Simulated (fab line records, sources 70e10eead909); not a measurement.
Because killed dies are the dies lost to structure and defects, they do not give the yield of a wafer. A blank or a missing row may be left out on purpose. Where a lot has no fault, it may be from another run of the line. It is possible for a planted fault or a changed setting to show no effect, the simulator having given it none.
Tool commonality check || flow nand_harc || 14 lots and 40 wafers in the sample

THE REASON FOR OPENING IT
On 2 of the 14 lots, a flag is raised at NHARC_A_ONON_D1_THK_MEAS_24 on the reading thk_nm. No-fault wafers: 1000 nm, standard deviation 6.2.
Rule: flag the lot when none of its wafers has a number, or when each of its wafers that has one lies beyond 4 standard deviations from that mean. All remaining lots are regarded as sound.

{"lot": "L404", "measured": "day 8 10:40", "on": "film_metro-01", "thk_nm (nm), wafer by wafer": "1000 1000 1000", "flag": ""}
{"lot": "L405", "measured": "day 8 15:44", "on": "film_metro-01", "thk_nm (nm), wafer by wafer": "1012 1014 1012", "flag": ""}
{"lot": "L407", "measured": "day 8 15:44", "on": "film_metro-02", "thk_nm (nm), wafer by wafer": "992 994 993", "flag": ""}
{"lot": "L409", "measured": "day 9 15:45", "on": "film_metro-01", "thk_nm (nm), wafer by wafer": "1000 1001 1001", "flag": ""}
{"lot": "L410", "measured": "day 9 15:53", "on": "film_metro-01", "thk_nm (nm), wafer by wafer": "1000 1000 1002", "flag": ""}
{"lot": "L408", "measured": "day 9 16:07", "on": "film_metro-01", "thk_nm (nm), wafer by wafer": "995 997 996", "flag": ""}
{"lot": "L413", "measured": "day 10 20:04", "on": "film_metro-01", "thk_nm (nm), wafer by wafer": "995 997 999", "flag": ""}
{"lot": "L415", "measured": "day 11 04:54", "on": "film_metro-02", "thk_nm (nm), wafer by wafer": "1002 1003 1002", "flag": ""}
{"lot": "L414", "measured": "day 11 04:58", "on": "film_metro-01", "thk_nm (nm), wafer by wafer": "997 996 994", "flag": ""}
{"lot": "L417", "measured": "day 11 20:18", "on": "film_metro-02", "thk_nm (nm), wafer by wafer": "986 989 988", "flag": ""}
{"lot": "L416", "measured": "day 11 20:19", "on": "film_metro-02", "thk_nm (nm), wafer by wafer": "1002 1003 1002", "flag": ""}
{"lot": "L419", "measured": "day 12 04:17", "on": "film_metro-02", "thk_nm (nm), wafer by wafer": "1001 999 999", "flag": ""}
{"lot": "L424", "measured": "day 13 01:52", "on": "film_metro-01", "thk_nm (nm), wafer by wafer": "1767 1769", "flag": "FLAGGED"}
{"lot": "L426", "measured": "day 13 11:30", "on": "film_metro-01", "thk_nm (nm), wafer by wafer": "1749 1747", "flag": "FLAGGED"}
Averaged over the flagged lots the numbers come to 1758 nm, +758 nm from the usual (+99 or more standard deviations).

LOT BY LOT: THE TOOL USED
Before the reading, the record contains 3 process steps out of a 1159-step route. Cell contents, in order: the tool; ch with the chambers the sampled wafers went through; the start.
{"lot": "L404", "flag": "", "NHARC_A_ZERO_WELL_ETCH_13": "rie_si-01 ch 0,1,2, day 7 00:22", "NHARC_A_ZERO_WELL_RTA_16": "rtp_anneal-01 ch 0, day 7 01:26", "NHARC_A_ONON_D1_DEP_22": "pecvd_onon-04 ch 0, day 8 10:17"}
{"lot": "L405", "flag": "", "NHARC_A_ZERO_WELL_ETCH_13": "rie_si-01 ch 1,2, day 7 04:59", "NHARC_A_ZERO_WELL_RTA_16": "rtp_anneal-02 ch 0, day 7 05:55", "NHARC_A_ONON_D1_DEP_22": "pecvd_onon-04 ch 0, day 8 15:17"}
{"lot": "L407", "flag": "", "NHARC_A_ZERO_WELL_ETCH_13": "rie_si-03 ch 0,3, day 7 07:09", "NHARC_A_ZERO_WELL_RTA_16": "rtp_anneal-01 ch 0, day 7 08:07", "NHARC_A_ONON_D1_DEP_22": "pecvd_onon-01 ch 0, day 8 15:21"}
{"lot": "L409", "flag": "", "NHARC_A_ZERO_WELL_ETCH_13": "rie_si-03 ch 1,3, day 8 04:20", "NHARC_A_ZERO_WELL_RTA_16": "rtp_anneal-02 ch 0, day 8 05:17", "NHARC_A_ONON_D1_DEP_22": "pecvd_onon-04 ch 0, day 9 15:21"}
{"lot": "L410", "flag": "", "NHARC_A_ZERO_WELL_ETCH_13": "rie_si-03 ch 1,3, day 8 09:07", "NHARC_A_ZERO_WELL_RTA_16": "rtp_anneal-02 ch 0, day 8 10:02", "NHARC_A_ONON_D1_DEP_22": "pecvd_onon-03 ch 0, day 9 15:26"}
{"lot": "L408", "flag": "", "NHARC_A_ZERO_WELL_ETCH_13": "rie_si-02 ch 0,1,2, day 8 03:44", "NHARC_A_ZERO_WELL_RTA_16": "rtp_anneal-02 ch 0, day 8 04:36", "NHARC_A_ONON_D1_DEP_22": "pecvd_onon-04 ch 0, day 9 15:35"}
{"lot": "L413", "flag": "", "NHARC_A_ZERO_WELL_ETCH_13": "rie_si-03 ch 0,2,3, day 9 10:29", "NHARC_A_ZERO_WELL_RTA_16": "rtp_anneal-02 ch 0, day 9 11:23", "NHARC_A_ONON_D1_DEP_22": "pecvd_onon-01 ch 0, day 10 19:34"}
{"lot": "L415", "flag": "", "NHARC_A_ZERO_WELL_ETCH_13": "rie_si-01 ch 0,1, day 9 18:04", "NHARC_A_ZERO_WELL_RTA_16": "rtp_anneal-01 ch 0, day 9 19:06", "NHARC_A_ONON_D1_DEP_22": "pecvd_onon-01 ch 0, day 11 04:27"}
{"lot": "L414", "flag": "", "NHARC_A_ZERO_WELL_ETCH_13": "rie_si-02 ch 1,3, day 9 16:32", "NHARC_A_ZERO_WELL_RTA_16": "rtp_anneal-01 ch 0, day 9 17:29", "NHARC_A_ONON_D1_DEP_22": "pecvd_onon-03 ch 0, day 11 04:32"}
{"lot": "L417", "flag": "", "NHARC_A_ZERO_WELL_ETCH_13": "rie_si-01 ch 0,1, day 10 07:19", "NHARC_A_ZERO_WELL_RTA_16": "rtp_anneal-02 ch 0, day 10 08:13", "NHARC_A_ONON_D1_DEP_22": "pecvd_onon-03 ch 0, day 11 19:47"}
{"lot": "L416", "flag": "", "NHARC_A_ZERO_WELL_ETCH_13": "rie_si-02 ch 1,2,3, day 10 07:31", "NHARC_A_ZERO_WELL_RTA_16": "rtp_anneal-01 ch 0, day 10 08:26", "NHARC_A_ONON_D1_DEP_22": "pecvd_onon-01 ch 0, day 11 19:52"}
{"lot": "L419", "flag": "", "NHARC_A_ZERO_WELL_ETCH_13": "rie_si-03 ch 1,2,3, day 10 20:35", "NHARC_A_ZERO_WELL_RTA_16": "rtp_anneal-02 ch 0, day 10 21:29", "NHARC_A_ONON_D1_DEP_22": "pecvd_onon-04 ch 0, day 12 03:46"}
{"lot": "L424", "flag": "FLAGGED", "NHARC_A_ZERO_WELL_ETCH_13": "rie_si-03 ch 0, day 11 19:09", "NHARC_A_ZERO_WELL_RTA_16": "rtp_anneal-02 ch 0, day 11 20:02", "NHARC_A_ONON_D1_DEP_22": "pecvd_onon-01 ch 0, day 13 01:22"}
{"lot": "L426", "flag": "FLAGGED", "NHARC_A_ZERO_WELL_ETCH_13": "rie_si-03 ch 3, day 12 02:51", "NHARC_A_ZERO_WELL_RTA_16": "rtp_anneal-01 ch 0, day 12 04:05", "NHARC_A_ONON_D1_DEP_22": "pecvd_onon-01 ch 0, day 13 10:59"}
What the steps here do:
- NHARC_A_ZERO_WELL_ETCH_13: etches the open film in HBr/Cl2, target depth 120 nm, time 40.1 s.
- NHARC_A_ZERO_WELL_RTA_16: time 10 s.
- NHARC_A_ONON_D1_DEP_22: target thk 1000 nm.
- NHARC_A_ONON_D1_THK_MEAS_24: measures by ellipsometry.

FLAGGED OVER TOTAL, TOOL BY TOOL (the gauges that took the reading come last)
{"step": "NHARC_A_ZERO_WELL_ETCH_13", "tool": "rie_si-01", "lots run": 4, "flagged": 0, "share of the flagged lots": "none", "sound lots run after its first flagged lot": "-"}
{"step": "NHARC_A_ZERO_WELL_ETCH_13", "tool": "rie_si-02", "lots run": 3, "flagged": 0, "share of the flagged lots": "none", "sound lots run after its first flagged lot": "-"}
{"step": "NHARC_A_ZERO_WELL_ETCH_13", "tool": "rie_si-03", "lots run": 7, "flagged": 2, "share of the flagged lots": "all", "sound lots run after its first flagged lot": 0}
{"step": "NHARC_A_ZERO_WELL_RTA_16", "tool": "rtp_anneal-01", "lots run": 6, "flagged": 1, "share of the flagged lots": "some", "sound lots run after its first flagged lot": 0}
{"step": "NHARC_A_ZERO_WELL_RTA_16", "tool": "rtp_anneal-02", "lots run": 8, "flagged": 1, "share of the flagged lots": "some", "sound lots run after its first flagged lot": 0}
{"step": "NHARC_A_ONON_D1_DEP_22", "tool": "pecvd_onon-01", "lots run": 6, "flagged": 2, "share of the flagged lots": "all", "sound lots run after its first flagged lot": 0}
{"step": "NHARC_A_ONON_D1_DEP_22", "tool": "pecvd_onon-03", "lots run": 3, "flagged": 0, "share of the flagged lots": "none", "sound lots run after its first flagged lot": "-"}
{"step": "NHARC_A_ONON_D1_DEP_22", "tool": "pecvd_onon-04", "lots run": 5, "flagged": 0, "share of the flagged lots": "none", "sound lots run after its first flagged lot": "-"}
{"step": "NHARC_A_ONON_D1_THK_MEAS_24", "tool": "film_metro-01", "lots run": 9, "flagged": 2, "share of the flagged lots": "all", "sound lots run after its first flagged lot": 0}
{"step": "NHARC_A_ONON_D1_THK_MEAS_24", "tool": "film_metro-02", "lots run": 5, "flagged": 0, "share of the flagged lots": "none", "sound lots run after its first flagged lot": "-"}

WHAT THE TABLE PERMITS
Every flagged lot was run by 3 rows of the table: rie_si-03 at NHARC_A_ZERO_WELL_ETCH_13, pecvd_onon-01 at NHARC_A_ONON_D1_DEP_22 and film_metro-01 at NHARC_A_ONON_D1_THK_MEAS_24.
- rie_si-03 at NHARC_A_ZERO_WELL_ETCH_13 ran 7 lots, 2 of them flagged. Last sound lot L419 at day 10 20:35, first flagged lot L424 at day 11 19:09; a fault beginning in between fits.
- pecvd_onon-01 at NHARC_A_ONON_D1_DEP_22 ran 6 lots, 2 of them flagged. Last sound lot L416 at day 11 19:52, first flagged lot L424 at day 13 01:22; a fault beginning in between fits.
- film_metro-01 at NHARC_A_ONON_D1_THK_MEAS_24 ran 9 lots, 2 of them flagged. Last sound lot L414 at day 11 04:58, first flagged lot L424 at day 13 01:52; a fault beginning in between fits.
Counting lots can't tell these 3 tools apart, because each fits a fault that began at some hour. More lots, or a look at what each step does to the wafer, might.

WHAT THE SIMULATOR HAD INSERTED
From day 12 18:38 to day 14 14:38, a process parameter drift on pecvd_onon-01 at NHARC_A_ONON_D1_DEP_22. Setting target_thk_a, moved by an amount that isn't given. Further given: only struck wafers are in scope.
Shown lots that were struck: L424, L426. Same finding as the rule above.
